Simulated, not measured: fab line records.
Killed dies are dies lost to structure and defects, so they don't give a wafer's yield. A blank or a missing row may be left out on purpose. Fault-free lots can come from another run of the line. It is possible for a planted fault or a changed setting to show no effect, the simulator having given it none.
Chamber matching    flow nand harc    NHARC_P_BONDPAD_CMP_32 on cmp-02 has 4 sister chambers
The step polishes SiCN, target thk 200 nm. 20 wafers are shown with their chamber, then 10 later ones without.

WAFERS, EACH WITH ITS CHAMBER
wafer   chamber  motor current A (A)  slurry filter dp kPa (kPa)
L075.2  0        14.7                 13.76
L075.4  1        13.8                 13.20
L075.5  1        14.3                 13.60
L076.1  1        13.6                 13.39
L076.2  2        12.3                 13.59
L076.6  0        14.2                 13.34
L082.1  0        15.2                 13.61
L082.3  2        12.8                 13.78
L082.4  1        14.0                 13.74
L083.2  1        13.8                 13.44
L083.3  3        13.0                 13.22
L083.4  0        15.9                 13.67
L085.1  3        11.9                 13.47
L085.2  1        14.4                 13.46
L085.6  2        12.9                 13.47
L089.3  1        13.4                 13.79
L089.4  0        15.0                 13.78
L089.6  0        14.2                 13.51
L090.4  3        13.1                 13.44
L090.5  1        14.0                 13.61

SIGNATURES (averages over the wafers above)
reading               chamber 0  chamber 1  chamber 2  chamber 3  scatter within a chamber
motor current A       14.867     13.912     12.667     12.667     0.5
slurry filter dp kPa  13.6117    13.5288    13.6133    13.3767    0.175
Rule: a wafer's distance from a chamber is the root of the sum, over the readings, of the square of ((its reading less the chamber's mean) divided by the reading's scatter). If the next closest chamber is less than 2 further off than the closest, the wafer can't be placed; otherwise it belongs to the closest. The scatter is the square root of a quotient: the sum, over the shown wafers, of each reading's squared deviation from its chamber's mean, divided by wafers minus chambers.

WAFERS WITH NO CHAMBER GIVEN
wafer   motor current A (A)  slurry filter dp kPa (kPa)
L090.6  12.1                 13.66
L091.1  12.8                 13.43
L091.3  12.8                 13.40
L091.5  12.2                 13.66
L092.1  15.2                 13.71
L092.4  13.6                 13.29
L092.5  13.1                 13.53
L095.4  14.4                 13.56
L095.5  15.0                 13.79
L095.6  13.7                 13.21

WHICH CHAMBER EACH WENT THROUGH
wafer   from the rows above                in truth
L090.6  can't be placed: 2 or 3            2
L091.1  can't be placed: 3 or 2 or 1       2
L091.3  can't be placed: 3 or 2            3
L091.5  can't be placed: 2 or 3            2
L092.1  can't be placed: 0 or 1            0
L092.4  can't be placed: 1 or 3 or 2 or 0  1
L092.5  can't be placed: 2 or 3 or 1       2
L095.4  can't be placed: 0 or 1            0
L095.5  can't be placed: 0 or 1            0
L095.6  can't be placed: 1 or 3 or 2 or 0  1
Correctly placed: 0 of 10. These rows do not allow placing 10 (true chamber among the candidates in 10). Placed wrongly: 0.
